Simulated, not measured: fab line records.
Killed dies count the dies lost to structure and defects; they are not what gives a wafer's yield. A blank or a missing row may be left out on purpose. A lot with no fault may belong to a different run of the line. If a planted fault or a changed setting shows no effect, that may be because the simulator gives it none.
Chamber matching | flow nand-harc | NHARC_P_M0_ETCH_34 on rie-diel-06 has 4 sister chambers
The step etches the open film in N2/H2, target depth 40 nm, overetch 12 nm, time 43.94 s. 4 wafers are shown with their chamber, then 10 later ones without.

== WAFERS, EACH WITH ITS CHAMBER ==
wafer  | chamber | rf-vpp-V (V)
L398.4 | 0       | 434.6
L403.2 | 2       | 431.4
L404.4 | 1       | 435.1
L404.5 | 3       | 431.5

== WAFERS WHOSE CHAMBER IS MISSING ==
wafer  | rf-vpp-V (V)
L404.6 | 434.7
L406.1 | 430.2
L406.3 | 435.2
L406.4 | 433.2
L409.3 | 430.5
L409.4 | 430.2
L409.6 | 435.5
L413.1 | 434.3
L413.2 | 429.8
L413.4 | 429.7

== EACH ONE'S CHAMBER ==
wafer  | from the rows above               | in truth
L404.6 | can't be placed: 0 or 1           | 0
L406.1 | can't be placed: 2 or 3           | 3
L406.3 | can't be placed: 1 or 0           | 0
L406.4 | can't be placed: 0 or 3 or 2 or 1 | 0
L409.3 | can't be placed: 2 or 3           | 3
L409.4 | can't be placed: 2 or 3           | 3
L409.6 | can't be placed: 1 or 0           | 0
L413.1 | can't be placed: 0 or 1           | 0
L413.2 | can't be placed: 2 or 3           | 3
L413.4 | can't be placed: 2 or 3           | 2
0 of 10 placed correctly. Not placeable from these rows: 10 (in 10, the candidates include the true chamber). 0 placed wrongly.
How it was worked out, from the rows above alone: a wafer's distance from a chamber is the root of the sum, over the readings, of the square of ((its reading less the chamber's mean) divided by the reading's scatter). If the next closest chamber is less than 2 further off than the closest, the wafer can't be placed; otherwise it belongs to the closest. A chamber's mean is the mean of its shown wafers. The scatter: with one shown wafer a chamber, the root of the mean of the squares of how far each hidden wafer lies from its nearest shown one.
